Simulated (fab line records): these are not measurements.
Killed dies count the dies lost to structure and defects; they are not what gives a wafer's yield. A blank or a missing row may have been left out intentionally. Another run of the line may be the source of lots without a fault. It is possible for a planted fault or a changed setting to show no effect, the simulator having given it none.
Split-lot trial || flow n5Finfet || on a route of 1938 steps: 7 lots, 39 wafers read

== ABOUT THE SPLIT ==
At N5_BEOL_M11_VIA_ETCH_34 (etches SiCOH lowk in C4F6/O2, target depth 184.5 nm, time 69.2 s), the setting targetDepthA was moved away from the recipe's 1845 angstrom on 12 of the 39 wafers read, by -41.6% to +50.5%. All remaining wafers had this setting at the recipe value.

The reading comes from the split's own step.

== THE READING ==
SOC_of_BEOL_M11_COAT_63.thkNm (the simulator's own value, which no gauge read), in nm, at N5_BEOL_M11_VIA_ETCH_34 (etches SiCOH lowk in C4F6/O2, target depth 184.5 nm, time 69.2 s). There is no usual value for it anywhere in the file. Average 92.2 nm, standard deviation 0.26 nm, over the 27 wafers here run with the recipe.

{"wafer": "L074.1", "tool, chamber at the split": "rieDiel-04, 2", "targetDepthA as run, angstrom": 1845, "against the recipe": "recipe", "SOC_of_BEOL_M11_COAT_63.thkNm, nm": 91.8, "against lot-mates on the recipe": "-"}
{"wafer": "L074.2", "tool, chamber at the split": "rieDiel-04, 1", "targetDepthA as run, angstrom": 1506, "against the recipe": "-18.4%", "SOC_of_BEOL_M11_COAT_63.thkNm, nm": 93.2, "against lot-mates on the recipe": "+1.1"}
{"wafer": "L074.3", "tool, chamber at the split": "rieDiel-04, 3", "targetDepthA as run, angstrom": 1845, "against the recipe": "recipe", "SOC_of_BEOL_M11_COAT_63.thkNm, nm": 92.6, "against lot-mates on the recipe": "-"}
{"wafer": "L074.4", "tool, chamber at the split": "rieDiel-04, 0", "targetDepthA as run, angstrom": 1506, "against the recipe": "-18.4%", "SOC_of_BEOL_M11_COAT_63.thkNm, nm": 93.4, "against lot-mates on the recipe": "+1.3"}
{"wafer": "L074.5", "tool, chamber at the split": "rieDiel-04, 1", "targetDepthA as run, angstrom": 1845, "against the recipe": "recipe", "SOC_of_BEOL_M11_COAT_63.thkNm, nm": 92, "against lot-mates on the recipe": "-"}
{"wafer": "L074.6", "tool, chamber at the split": "rieDiel-04, 0", "targetDepthA as run, angstrom": 1506, "against the recipe": "-18.4%", "SOC_of_BEOL_M11_COAT_63.thkNm, nm": 93.6, "against lot-mates on the recipe": "+1.5"}
{"wafer": "L079.2", "tool, chamber at the split": "rieDiel-04, 2", "targetDepthA as run, angstrom": 1845, "against the recipe": "recipe", "SOC_of_BEOL_M11_COAT_63.thkNm, nm": 92.2, "against lot-mates on the recipe": "-"}
{"wafer": "L079.5", "tool, chamber at the split": "rieDiel-04, 2", "targetDepthA as run, angstrom": 1845, "against the recipe": "recipe", "SOC_of_BEOL_M11_COAT_63.thkNm, nm": 91.8, "against lot-mates on the recipe": "-"}
{"wafer": "L079.6", "tool, chamber at the split": "rieDiel-04, 3", "targetDepthA as run, angstrom": 1845, "against the recipe": "recipe", "SOC_of_BEOL_M11_COAT_63.thkNm, nm": 92.6, "against lot-mates on the recipe": "-"}
{"wafer": "L086.1", "tool, chamber at the split": "rieDiel-02, 2", "targetDepthA as run, angstrom": 1845, "against the recipe": "recipe", "SOC_of_BEOL_M11_COAT_63.thkNm, nm": 92.6, "against lot-mates on the recipe": "-"}
{"wafer": "L086.2", "tool, chamber at the split": "rieDiel-02, 0", "targetDepthA as run, angstrom": 2776, "against the recipe": "+50.5%", "SOC_of_BEOL_M11_COAT_63.thkNm, nm": 87.8, "against lot-mates on the recipe": -4.3}
{"wafer": "L086.3", "tool, chamber at the split": "rieDiel-02, 3", "targetDepthA as run, angstrom": 2776, "against the recipe": "+50.5%", "SOC_of_BEOL_M11_COAT_63.thkNm, nm": 87.8, "against lot-mates on the recipe": -4.3}
{"wafer": "L086.4", "tool, chamber at the split": "rieDiel-02, 1", "targetDepthA as run, angstrom": 1845, "against the recipe": "recipe", "SOC_of_BEOL_M11_COAT_63.thkNm, nm": 91.8, "against lot-mates on the recipe": "-"}
{"wafer": "L086.5", "tool, chamber at the split": "rieDiel-02, 2", "targetDepthA as run, angstrom": 2776, "against the recipe": "+50.5%", "SOC_of_BEOL_M11_COAT_63.thkNm, nm": 88.4, "against lot-mates on the recipe": -3.7}
{"wafer": "L086.6", "tool, chamber at the split": "rieDiel-02, 1", "targetDepthA as run, angstrom": 1845, "against the recipe": "recipe", "SOC_of_BEOL_M11_COAT_63.thkNm, nm": 92, "against lot-mates on the recipe": "-"}
{"wafer": "L091.1", "tool, chamber at the split": "rieDiel-02, 3", "targetDepthA as run, angstrom": 1845, "against the recipe": "recipe", "SOC_of_BEOL_M11_COAT_63.thkNm, nm": 92.4, "against lot-mates on the recipe": "-"}
{"wafer": "L091.2", "tool, chamber at the split": "rieDiel-02, 0", "targetDepthA as run, angstrom": 1845, "against the recipe": "recipe", "SOC_of_BEOL_M11_COAT_63.thkNm, nm": 92.6, "against lot-mates on the recipe": "-"}
{"wafer": "L091.3", "tool, chamber at the split": "rieDiel-02, 1", "targetDepthA as run, angstrom": 1845, "against the recipe": "recipe", "SOC_of_BEOL_M11_COAT_63.thkNm, nm": 92.2, "against lot-mates on the recipe": "-"}
{"wafer": "L091.4", "tool, chamber at the split": "rieDiel-02, 1", "targetDepthA as run, angstrom": 1845, "against the recipe": "recipe", "SOC_of_BEOL_M11_COAT_63.thkNm, nm": 92.4, "against lot-mates on the recipe": "-"}
{"wafer": "L091.5", "tool, chamber at the split": "rieDiel-02, 0", "targetDepthA as run, angstrom": 1845, "against the recipe": "recipe", "SOC_of_BEOL_M11_COAT_63.thkNm, nm": 92.4, "against lot-mates on the recipe": "-"}
{"wafer": "L091.6", "tool, chamber at the split": "rieDiel-02, 3", "targetDepthA as run, angstrom": 1845, "against the recipe": "recipe", "SOC_of_BEOL_M11_COAT_63.thkNm, nm": 92.4, "against lot-mates on the recipe": "-"}
{"wafer": "L092.1", "tool, chamber at the split": "rieDiel-02, 1", "targetDepthA as run, angstrom": 1078, "against the recipe": "-41.6%", "SOC_of_BEOL_M11_COAT_63.thkNm, nm": 95.4, "against lot-mates on the recipe": "+3.3"}
{"wafer": "L092.2", "tool, chamber at the split": "rieDiel-02, 0", "targetDepthA as run, angstrom": 1078, "against the recipe": "-41.6%", "SOC_of_BEOL_M11_COAT_63.thkNm, nm": 95.4, "against lot-mates on the recipe": "+3.3"}
{"wafer": "L092.3", "tool, chamber at the split": "rieDiel-02, 3", "targetDepthA as run, angstrom": 1845, "against the recipe": "recipe", "SOC_of_BEOL_M11_COAT_63.thkNm, nm": 92.2, "against lot-mates on the recipe": "-"}
{"wafer": "L092.4", "tool, chamber at the split": "rieDiel-02, 1", "targetDepthA as run, angstrom": 1078, "against the recipe": "-41.6%", "SOC_of_BEOL_M11_COAT_63.thkNm, nm": 95.6, "against lot-mates on the recipe": "+3.5"}
{"wafer": "L092.5", "tool, chamber at the split": "rieDiel-02, 3", "targetDepthA as run, angstrom": 1845, "against the recipe": "recipe", "SOC_of_BEOL_M11_COAT_63.thkNm, nm": 92, "against lot-mates on the recipe": "-"}
{"wafer": "L092.6", "tool, chamber at the split": "rieDiel-02, 0", "targetDepthA as run, angstrom": 1845, "against the recipe": "recipe", "SOC_of_BEOL_M11_COAT_63.thkNm, nm": 92, "against lot-mates on the recipe": "-"}
{"wafer": "L090.1", "tool, chamber at the split": "rieDiel-02, 0", "targetDepthA as run, angstrom": 1845, "against the recipe": "recipe", "SOC_of_BEOL_M11_COAT_63.thkNm, nm": 92, "against lot-mates on the recipe": "-"}
{"wafer": "L090.2", "tool, chamber at the split": "rieDiel-02, 1", "targetDepthA as run, angstrom": 2173, "against the recipe": "+17.8%", "SOC_of_BEOL_M11_COAT_63.thkNm, nm": 90.6, "against lot-mates on the recipe": -1.5}
{"wafer": "L090.3", "tool, chamber at the split": "rieDiel-02, 3", "targetDepthA as run, angstrom": 1845, "against the recipe": "recipe", "SOC_of_BEOL_M11_COAT_63.thkNm, nm": 92.2, "against lot-mates on the recipe": "-"}
{"wafer": "L090.4", "tool, chamber at the split": "rieDiel-02, 0", "targetDepthA as run, angstrom": 1845, "against the recipe": "recipe", "SOC_of_BEOL_M11_COAT_63.thkNm, nm": 92.2, "against lot-mates on the recipe": "-"}
{"wafer": "L090.5", "tool, chamber at the split": "rieDiel-02, 3", "targetDepthA as run, angstrom": 2173, "against the recipe": "+17.8%", "SOC_of_BEOL_M11_COAT_63.thkNm, nm": 90.8, "against lot-mates on the recipe": -1.3}
{"wafer": "L090.6", "tool, chamber at the split": "rieDiel-02, 1", "targetDepthA as run, angstrom": 2173, "against the recipe": "+17.8%", "SOC_of_BEOL_M11_COAT_63.thkNm, nm": 90.4, "against lot-mates on the recipe": -1.7}
{"wafer": "L093.1", "tool, chamber at the split": "rieDiel-02, 0", "targetDepthA as run, angstrom": 1845, "against the recipe": "recipe", "SOC_of_BEOL_M11_COAT_63.thkNm, nm": 92.6, "against lot-mates on the recipe": "-"}
{"wafer": "L093.2", "tool, chamber at the split": "rieDiel-02, 3", "targetDepthA as run, angstrom": 1845, "against the recipe": "recipe", "SOC_of_BEOL_M11_COAT_63.thkNm, nm": 92.2, "against lot-mates on the recipe": "-"}
{"wafer": "L093.3", "tool, chamber at the split": "rieDiel-02, 1", "targetDepthA as run, angstrom": 1845, "against the recipe": "recipe", "SOC_of_BEOL_M11_COAT_63.thkNm, nm": 92.2, "against lot-mates on the recipe": "-"}
{"wafer": "L093.4", "tool, chamber at the split": "rieDiel-02, 3", "targetDepthA as run, angstrom": 1845, "against the recipe": "recipe", "SOC_of_BEOL_M11_COAT_63.thkNm, nm": 92, "against lot-mates on the recipe": "-"}
{"wafer": "L093.5", "tool, chamber at the split": "rieDiel-02, 1", "targetDepthA as run, angstrom": 1845, "against the recipe": "recipe", "SOC_of_BEOL_M11_COAT_63.thkNm, nm": 91.8, "against lot-mates on the recipe": "-"}
{"wafer": "L093.6", "tool, chamber at the split": "rieDiel-02, 0", "targetDepthA as run, angstrom": 1845, "against the recipe": "recipe", "SOC_of_BEOL_M11_COAT_63.thkNm, nm": 92, "against lot-mates on the recipe": "-"}

THE FIT
A straight line over all 39 wafers: SOC_of_BEOL_M11_COAT_63.thkNm changes by -0.0807 nm for each +1% of targetDepthA; r = -0.99; the points scatter about the line by 0.26 nm.
The same after taking each lot's own level away (the mean of its wafers on the recipe; 39 wafers): -0.0812 nm for each +1%; r = -0.99; scatter 0.24 nm.
That fit puts the effect of the largest move of targetDepthA on the reading at 4.1 nm.
The span of the lots' own levels, 92.07 to 92.40 nm, comes to 1.3 times the standard deviation stated above.
The two slopes are in agreement: the lot-to-lot level therefore moves the slope only a little.
Check: for one of the wafers moved furthest among these (+50.5%), held out of the fit, the line's prediction against its lot-mates is -4.07 nm. It came out at -4.33 nm against them.

== FURTHER SPLITS ON THESE WAFERS ==
Other splits were also applied to these wafers ahead of the reading. Each is held against what the fit with the lots' levels taken away leaves over:
{"other split on the same wafers": "N5_BEOL_M7_ILD_DEP_00 timeS", "wafers away from the commonest value": 15, "r with SOC_of_BEOL_M11_COAT_63.thkNm (lot level and that fit taken away)": -0.06}
{"other split on the same wafers": "N5_BEOL_M9_ETCH_66 timeS", "wafers away from the commonest value": 15, "r with SOC_of_BEOL_M11_COAT_63.thkNm (lot level and that fit taken away)": "+0.06"}

== THE WHOLE CHAIN: every reading that the file lists as answering this split, in the file's order ==
{"step": "N5_BEOL_M11_VIA_ETCH_34", "what it does": "etches SiCOH lowk in C4F6/O2, target depth 184.5 nm, time 69.2 s", "reading": "etch.depthNm (the simulator's own value, which no gauge read)", "change (the file's fit)": "+1.84 nm for each +1% of the setting", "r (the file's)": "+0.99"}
{"step": "N5_BEOL_M11_VIA_ETCH_34", "what it does": "etches SiCOH lowk in C4F6/O2, target depth 184.5 nm, time 69.2 s", "reading": "SOC_of_BEOL_M11_COAT_63.thkNm (the simulator's own value, which no gauge read)", "change (the file's fit)": "-0.0813 nm for each +1% of the setting", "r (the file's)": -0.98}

== THE FILE'S OWN FIT ==
SOC_of_BEOL_M11_COAT_63.thkNm changes by -0.0813 nm for each +1% of targetDepthA, r = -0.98.
